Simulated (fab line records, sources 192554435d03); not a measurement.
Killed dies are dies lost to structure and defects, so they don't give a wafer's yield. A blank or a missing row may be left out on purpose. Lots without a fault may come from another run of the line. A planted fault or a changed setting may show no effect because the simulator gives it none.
Chamber matching | flow n5_finfet | N5_BEOL_M1_ETCH_69 on rie_diel-05: 4 sister chambers
The step etches SiARC in CF4, target depth 15.6 nm, time 26 s. 18 wafers are shown with their chamber, then 9 later ones without.

WAFERS WITH THEIR CHAMBER
wafer  | chamber | drypump_motor_current_A (A) | showerhead_plenum_p_Torr (Torr) | throttle_valve_pct (%)
L075.1 | 0       | 5.7                         | 2.12                            | 15.9
L075.4 | 3       | 5.4                         | 2.14                            | 16.1
L075.5 | 0       | 5.7                         | 2.12                            | 15.9
L074.1 | 0       | 5.7                         | 2.12                            | 16.0
L074.3 | 1       | 6.2                         | 2.17                            | 15.8
L074.6 | 0       | 5.7                         | 2.12                            | 15.9
L077.3 | 3       | 5.4                         | 2.14                            | 16.1
L077.4 | 0       | 5.7                         | 2.12                            | 16.0
L077.6 | 3       | 5.4                         | 2.14                            | 16.1
L078.1 | 2       | 5.0                         | 2.19                            | 15.0
L078.3 | 1       | 6.3                         | 2.17                            | 15.8
L078.5 | 3       | 5.4                         | 2.14                            | 16.1
L079.1 | 0       | 5.7                         | 2.12                            | 16.0
L079.5 | 2       | 5.0                         | 2.19                            | 15.0
L079.6 | 1       | 6.2                         | 2.17                            | 15.9
L084.1 | 1       | 6.2                         | 2.16                            | 15.9
L084.2 | 0       | 5.7                         | 2.12                            | 16.0
L084.3 | 3       | 5.4                         | 2.14                            | 16.1

SIGNATURES (means of the wafers above)
reading                  | chamber 0 | chamber 1 | chamber 2 | chamber 3 | scatter within a chamber
drypump_motor_current_A  | 5.700     | 6.225     | 5.000     | 5.400     | 0.0231
showerhead_plenum_p_Torr | 2.1200    | 2.1675    | 2.1900    | 2.1400    | 0.00231
throttle_valve_pct       | 15.957    | 15.850    | 15.000    | 16.100    | 0.044
Rule: a wafer's distance from a chamber is the root of the sum, over the readings, of the square of ((its reading less the chamber's mean) divided by the reading's scatter). The wafer belongs to the nearest chamber; if the next one is less than 2 further off, it can't be placed. The scatter: the root of (the sum of the squares of (reading less its chamber's mean) over the shown wafers, divided by (wafers less chambers)).

WAFERS WITHOUT THEIR CHAMBER
wafer  | drypump_motor_current_A (A) | showerhead_plenum_p_Torr (Torr) | throttle_valve_pct (%)
L088.1 | 5.4                         | 2.13                            | 16.1
L088.3 | 6.2                         | 2.16                            | 15.9
L088.4 | 5.7                         | 2.11                            | 16.0
L091.2 | 6.2                         | 2.16                            | 15.9
L091.5 | 5.4                         | 2.13                            | 16.1
L091.6 | 5.0                         | 2.18                            | 15.1
L093.3 | 6.2                         | 2.16                            | 15.9
L093.4 | 5.0                         | 2.18                            | 15.1
L093.6 | 6.2                         | 2.16                            | 15.9

WHICH CHAMBER EACH WENT THROUGH
wafer  | from the rows above | in truth
L088.1 | 3                   | 3
L088.3 | 1                   | 1
L088.4 | 0                   | 0
L091.2 | 1                   | 1
L091.5 | 3                   | 3
L091.6 | 2                   | 2
L093.3 | 1                   | 1
L093.4 | 2                   | 2
L093.6 | 1                   | 1
Placed correctly: 9 of 9. Can't be placed from these rows: 0. Placed wrongly: 0.
